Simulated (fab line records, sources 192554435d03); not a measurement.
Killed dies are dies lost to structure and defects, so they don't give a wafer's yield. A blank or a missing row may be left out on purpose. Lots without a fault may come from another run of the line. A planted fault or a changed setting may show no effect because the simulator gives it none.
Which tool did it? | flow n5_finfet | 11 lots, 33 wafers sampled, at 5 steps of a route of 1938

WHAT THE GAUGES READ, wafer by wafer
N5_BEOL_M4_INSPECT_59: inspects for defects (darkfield).
lot  | measured     | on                | raw_defect_count
L558 | day 8 05:21  | defect_inspect-02 | 104 58 88
L559 | day 8 05:52  | defect_inspect-02 | 58 59 48
L560 | day 8 14:50  | defect_inspect-01 | 81 82 105
L565 | day 9 10:03  | defect_inspect-02 | 45 70 50
L578 | day 12 23:56 | defect_inspect-02 | 47 81 63
L577 | day 13 01:21 | defect_inspect-01 | 87 47 56
L568 | day 13 07:26 | defect_inspect-01 | 77 43 309
L574 | day 14 01:23 | defect_inspect-01 | 94 58 67
L570 | day 14 08:02 | defect_inspect-02 | 43 307 149
L569 | day 14 14:38 | defect_inspect-01 | 88 68 70
L580 | day 15 04:39 | defect_inspect-02 | 55 80 98

WHICH TOOL RAN EACH LOT (tool, then ch and the chambers of the sampled wafers, then the start)
lot  | N5_BEOL_M4_SPUTTER_94        | N5_BEOL_M4_SPUTTER_96        | N5_BEOL_M4_ANNEAL_51             | N5_BEOL_M4_CMP_52
L558 | pvd_sputter-02, day 8 03:58  | pvd_sputter-02, day 8 04:11  | rtp_anneal-01 ch 0, day 8 04:31  | cmp-03 ch 2,3, day 8 04:46
L559 | pvd_sputter-03, day 8 04:34  | pvd_sputter-03, day 8 04:47  | rtp_anneal-02 ch 0, day 8 05:04  | cmp-04 ch 1,3, day 8 05:19
L560 | pvd_sputter-01, day 8 13:28  | pvd_sputter-01, day 8 13:41  | rtp_anneal-01 ch 0, day 8 13:56  | cmp-03 ch 1,2,3, day 8 14:19
L565 | pvd_sputter-02, day 9 08:28  | pvd_sputter-02, day 9 08:41  | rtp_anneal-01 ch 0, day 9 08:58  | cmp-04 ch 0,2,3, day 9 09:28
L578 | pvd_sputter-02, day 12 22:20 | pvd_sputter-02, day 12 22:33 | rtp_anneal-02 ch 0, day 12 22:56 | cmp-02 ch 0,2,3, day 12 23:28
L577 | pvd_sputter-01, day 13 00:02 | pvd_sputter-01, day 13 00:15 | rtp_anneal-02 ch 0, day 13 00:32 | cmp-02 ch 1,2, day 13 00:47
L568 | pvd_sputter-01, day 13 06:07 | pvd_sputter-01, day 13 06:20 | rtp_anneal-01 ch 0, day 13 06:35 | cmp-04 ch 0,1,2, day 13 06:54
L574 | pvd_sputter-01, day 14 00:05 | pvd_sputter-01, day 14 00:19 | rtp_anneal-02 ch 0, day 14 00:30 | cmp-03 ch 1,2,3, day 14 00:48
L570 | pvd_sputter-02, day 14 06:44 | pvd_sputter-02, day 14 06:58 | rtp_anneal-01 ch 0, day 14 07:10 | cmp-04 ch 1,2,3, day 14 07:27
L569 | pvd_sputter-03, day 14 13:06 | pvd_sputter-03, day 14 13:19 | rtp_anneal-01 ch 0, day 14 13:37 | cmp-03 ch 0,2,3, day 14 14:03
L580 | pvd_sputter-01, day 15 02:08 | pvd_sputter-01, day 15 02:21 | rtp_anneal-01 ch 0, day 15 02:33 | cmp-02 ch 1,2,3, day 15 03:35
- N5_BEOL_M4_SPUTTER_94: material Cu, target thk 4.5 nm, time 8.29 s.
- N5_BEOL_M4_SPUTTER_96: material Cu, target thk 4.5 nm, time 8.29 s.
- N5_BEOL_M4_ANNEAL_51: time 90 s.
- N5_BEOL_M4_CMP_52: polishes, stops on SiOC, t overpolish 6.8 s, target thk 40 nm.

THE ANSWER, worked out from the rows above alone
Rule: what is usual is taken from the lots themselves. Put in order of their means at a reading, lots are off if they are a third of the lots or fewer, leave a main group of 4 or more, and stand apart from it by a gap of 3 or more times the standard deviation of the main group's means; of several such gaps the widest counts. A main group whose means are all the same, to the digits that the tables above print for the reading, isn't used. A lot without any number at a reading at which 4 lots or more have one is off too. The other lots that the step has rows for count as sound.
Off: L568, L570, at N5_BEOL_M4_INSPECT_59 (raw_defect_count). The main group: mean 71, standard deviation 11.
A tool fits if, at a process step before that reading, it ran every lot that is off, and no sound lot after the first of them. The gauges at N5_BEOL_M4_INSPECT_59 are tried like those tools. One fits: cmp-04 at N5_BEOL_M4_CMP_52. Its last sound lot is L565 (day 9 09:28), its first lot that is off L568 (day 13 06:54): a fault that began between those two fits.

WHAT THE SIMULATOR HAD PUT IN
Chamber particle source: cmp-04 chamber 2, from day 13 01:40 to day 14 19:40, at N5_BEOL_M4_CMP_52. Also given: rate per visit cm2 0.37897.
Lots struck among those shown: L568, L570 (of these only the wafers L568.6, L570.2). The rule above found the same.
